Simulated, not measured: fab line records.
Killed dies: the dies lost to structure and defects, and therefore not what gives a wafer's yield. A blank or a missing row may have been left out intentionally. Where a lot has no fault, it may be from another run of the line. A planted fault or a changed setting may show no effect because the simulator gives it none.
Split-lot trial | flow n5Finfet | route with 1938 steps; 7 lots, 39 wafers read

THE SPLIT
At N5_FIN_SAQP_ETCH_65 (etches SiO2 in CF4, target depth 4 nm, time 4.4 s), the setting timeS was moved away from the recipe's 4.4 s on 15 of the 39 wafers read, by -18.0% to +7.6%. All remaining wafers had this setting at the recipe value.

Reading taken at the split's own step.

THE READING
etch.depthNm (the simulator's own value, which no gauge read), in nm, at N5_FIN_SAQP_ETCH_65 (etches SiO2 in CF4, target depth 4 nm, time 4.4 s). The file gives no usual value for it. The 24 wafers here that ran the recipe average 3.998 nm, standard deviation 0.053 nm.

wafer  | tool, chamber at the split | timeS as run, s | against the recipe | etch.depthNm, nm | against lot-mates on the recipe
L075.1 | rieSi-04, 3                | 4.4             | recipe             | 4.063            | -
L075.4 | rieSi-04, 2                | 4.4             | recipe             | 4                | -
L075.5 | rieSi-04, 2                | 4.4             | recipe             | 4.028            | -
L076.1 | rieSi-02, 0                | 4.4             | recipe             | 4.068            | -
L076.2 | rieSi-02, 3                | 4.4             | recipe             | 3.933            | -
L076.3 | rieSi-02, 2                | 3.904           | -11.3%             | 3.571            | -0.403
L076.4 | rieSi-02, 1                | 3.904           | -11.3%             | 3.5              | -0.474
L076.5 | rieSi-02, 3                | 4.4             | recipe             | 3.92             | -
L076.6 | rieSi-02, 2                | 3.904           | -11.3%             | 3.59             | -0.384
L077.1 | rieSi-01, 2                | 4.4             | recipe             | 4.01             | -
L077.2 | rieSi-01, 0                | 4.125           | -6.3%              | 3.701            | -0.269
L077.3 | rieSi-01, 1                | 4.4             | recipe             | 3.982            | -
L077.4 | rieSi-01, 3                | 4.125           | -6.3%              | 3.69             | -0.280
L077.5 | rieSi-01, 1                | 4.125           | -6.3%              | 3.77             | -0.200
L077.6 | rieSi-01, 0                | 4.4             | recipe             | 3.917            | -
L081.1 | rieSi-02, 3                | 4.733           | +7.6%              | 4.18             | +0.246
L081.2 | rieSi-02, 2                | 4.733           | +7.6%              | 4.332            | +0.398
L081.3 | rieSi-02, 1                | 4.4             | recipe             | 3.9              | -
L081.4 | rieSi-02, 1                | 4.4             | recipe             | 3.901            | -
L081.5 | rieSi-02, 3                | 4.733           | +7.6%              | 4.223            | +0.289
L081.6 | rieSi-02, 2                | 4.4             | recipe             | 4.001            | -
L082.1 | rieSi-01, 2                | 3.609           | -18.0%             | 3.303            | -0.681
L082.2 | rieSi-01, 3                | 3.609           | -18.0%             | 3.256            | -0.728
L082.3 | rieSi-01, 1                | 4.4             | recipe             | 3.991            | -
L082.4 | rieSi-01, 0                | 3.609           | -18.0%             | 3.233            | -0.751
L082.5 | rieSi-01, 1                | 4.4             | recipe             | 4.012            | -
L082.6 | rieSi-01, 0                | 4.4             | recipe             | 3.95             | -
L089.1 | rieSi-01, 0                | 4.4             | recipe             | 3.975            | -
L089.2 | rieSi-01, 1                | 4.4             | recipe             | 4.068            | -
L089.3 | rieSi-01, 2                | 4.4             | recipe             | 4.049            | -
L089.4 | rieSi-01, 2                | 4.4             | recipe             | 4.059            | -
L089.5 | rieSi-01, 0                | 4.4             | recipe             | 4.007            | -
L089.6 | rieSi-01, 1                | 4.4             | recipe             | 4.055            | -
L092.1 | rieSi-04, 2                | 3.992           | -9.3%              | 3.622            | -0.398
L092.2 | rieSi-04, 3                | 4.4             | recipe             | 4.011            | -
L092.3 | rieSi-04, 0                | 3.992           | -9.3%              | 3.603            | -0.417
L092.4 | rieSi-04, 1                | 3.992           | -9.3%              | 3.618            | -0.402
L092.5 | rieSi-04, 3                | 4.4             | recipe             | 4.057            | -
L092.6 | rieSi-04, 2                | 4.4             | recipe             | 3.993            | -

FIT RESULTS
A straight line over all 39 wafers: etch.depthNm changes by +0.0395 nm for each +1% of timeS; r = +0.98; the points scatter about the line by 0.052 nm.
The same after taking each lot's own level away (the mean of its wafers on the recipe; 39 wafers): +0.0401 nm for each +1%; r = +0.99; scatter 0.043 nm.
Per that fit: largest timeS move, reading shift of 0.72 nm.
The span of the lots' own levels, 3.9340 to 4.0355 nm, comes to 1.9 times the standard deviation stated above.
Hence the lot-to-lot level has little effect on the slope; both slopes agree.
Check: for one of the wafers moved furthest among these (-18.0%), held out of the fit, the line's prediction against its lot-mates is -0.729 nm. It came out at -0.681 nm against them.

THE FILE'S OWN FIT
etch.depthNm changes by +0.0401 nm for each +1% of timeS, r = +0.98.
